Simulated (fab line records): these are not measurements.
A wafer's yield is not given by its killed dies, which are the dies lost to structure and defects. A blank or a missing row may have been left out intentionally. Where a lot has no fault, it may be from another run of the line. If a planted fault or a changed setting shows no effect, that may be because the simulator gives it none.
A single fault, viewed from 3 desks ; flow n5Finfet ; only its own numbers are on each desk; what lay behind them is given at the end

## THE TOOL OWNER'S DESK: plasmaAsher-01
The tool's own readings at N5_STI_FIN_REVEAL_OXIDATION_31 (chemistry O2 PLASMA REMOTE, time 20 s): means of the sampled wafers that have a number, for each lot that ran on this tool. Marked OUT: a lot whose mean sits more than 4 standard deviations from the usual mean, which makes it out of limits; the brackets give that distance.
Columns: A = drypumpMotorCurrentA at N5_STI_FIN_REVEAL_OXIDATION_31, usual 5.7 A; B = heaterPowerW at N5_STI_FIN_REVEAL_OXIDATION_31, usual 144 W; C = o2FlowSccm at N5_STI_FIN_REVEAL_OXIDATION_31, usual 3000 sccm
lot;first seen here;A;B;C
L684;day 2 11:51;5.4;139;2991
L690;day 4 01:58;5.3;144;3005
L700;day 6 12:25;5.6;134;3001
Finding of this desk: none of the 3 lots has anything out of limits.

## FROM THE METROLOGY DESK
What the gauges read for every lot (on any tool): the sampled wafers with a number, averaged. Marked OUT: a lot whose mean sits more than 4 standard deviations from the usual mean, which makes it out of limits; the brackets give that distance. Only the readings that lie furthest out on some lot appear, 7 of the 16 it has.
Columns: A = cdNm at N5_STI_FIN_REVEAL_CD_MEAS_22, usual 6.2 nm; B = DIBL_N at N5_BEOL_M4_RC_MEAS_101, usual 36.1 mV/V; C = IOFF_N_LONG at N5_BEOL_M4_RC_MEAS_101, usual 5.52e-05 nA/um; D = ION_N at N5_BEOL_M4_RC_MEAS_101, usual 676 uA/um; E = REXT_N at N5_BEOL_M4_RC_MEAS_101, usual 75.2 ohm.um; F = VT_N at N5_BEOL_M4_RC_MEAS_101, usual 251 mV; G = VT_P at N5_BEOL_M4_RC_MEAS_101, usual -252 mV
lot;first seen here;A;B;C;D;E;F;G
L684;day 2 09:11;6.0;36.8;5.49e-05;682;77.3;249;-250
L690;day 3 23:08;5.4;31.0;4.59e-05;645;79.2;262;-264
L697;day 5 15:52;6.2;33.8;5.73e-05;673;75.2;249;-256
L700;day 6 09:37;6.0;34.1;5.49e-05;664;74.4;254;-256
L702;day 6 23:13;6.5;38.6;5.41e-05;677;75.1;247;-250
Finding of this desk: none of the 5 lots has anything out of limits.

## THE DEFECT DESK
Counts from the inspections along the route, per lot, as means over the sampled wafers that have a number. Marked OUT: a lot whose mean sits more than 4 standard deviations from the usual mean, which makes it out of limits; the brackets give that distance.
Columns: A = rawDefectCount at N5_STI_FIN_REVEAL_INSPECT_13, usual 13
lot;first seen here;A
L684;day 2 12:31;11
L690;day 4 02:47;14
L697;day 5 19:10;13
L700;day 6 13:04;13
L702;day 7 02:43;13
Finding of this desk: none of the 5 lots has anything out of limits.

## TAKEN TOGETHER
The desk of the tool owner found nothing out of limits.
From the metrology desk's view, nothing was out of limits.
No out-of-limits result turned up at the defect desk.

## WHAT WAS PUT IN BY THE SIMULATOR
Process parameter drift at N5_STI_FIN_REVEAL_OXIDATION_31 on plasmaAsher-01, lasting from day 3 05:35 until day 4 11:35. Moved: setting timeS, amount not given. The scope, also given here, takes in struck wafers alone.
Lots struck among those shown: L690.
